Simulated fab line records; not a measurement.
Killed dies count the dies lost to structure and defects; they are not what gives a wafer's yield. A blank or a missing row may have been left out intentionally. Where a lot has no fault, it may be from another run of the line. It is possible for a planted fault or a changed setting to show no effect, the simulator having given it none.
Which tool did it? | flow nand_harc | 7 lots, 21 wafers sampled, at 1 step of a route of 1302

## WHAT THE GAUGES READ, wafer by wafer
NHARC_A_CHANNEL_HOLE_D2_INSPECT_40.
lot  | measured     | on                | raw_defect_count
L698 | day 14 10:28 | defect_inspect-02 | 378 257 269
L706 | day 17 18:21 | defect_inspect-02 | 288 570 221
L710 | day 19 09:22 | defect_inspect-01 | 300 203 272
L712 | day 20 02:03 | defect_inspect-02 | 306 419 267
L716 | day 21 21:28 | defect_inspect-02 | 250 363 215
L717 | day 22 10:17 | defect_inspect-02 | 203 248 332
L718 | day 22 17:58 | defect_inspect-01 | 227 285 310

## TOOL THAT RAN EACH LOT (tool first, then ch and the chambers of the sampled wafers, then the start)
The record shows no process step preceding these readings.

## THE ANSWER, worked out from the rows above alone
Rule: the lots themselves supply what counts as usual. The widest of any qualifying gaps counts: lots, ordered by their means at a reading, are off when they make up no more than a third of the lots, leave a main group of 4 or more, and stand apart from it by 3 or more times the standard deviation of that group's means. Not used: any main group whose means are identical at the precision the tables above print for the reading. A lot without any number at a reading at which 4 lots or more have one is off too. Any other lot the step has rows for is counted as sound.
Across all readings shown, no lot is off: no conclusion can be drawn from this.

## WHAT THE SIMULATOR HAD PUT IN
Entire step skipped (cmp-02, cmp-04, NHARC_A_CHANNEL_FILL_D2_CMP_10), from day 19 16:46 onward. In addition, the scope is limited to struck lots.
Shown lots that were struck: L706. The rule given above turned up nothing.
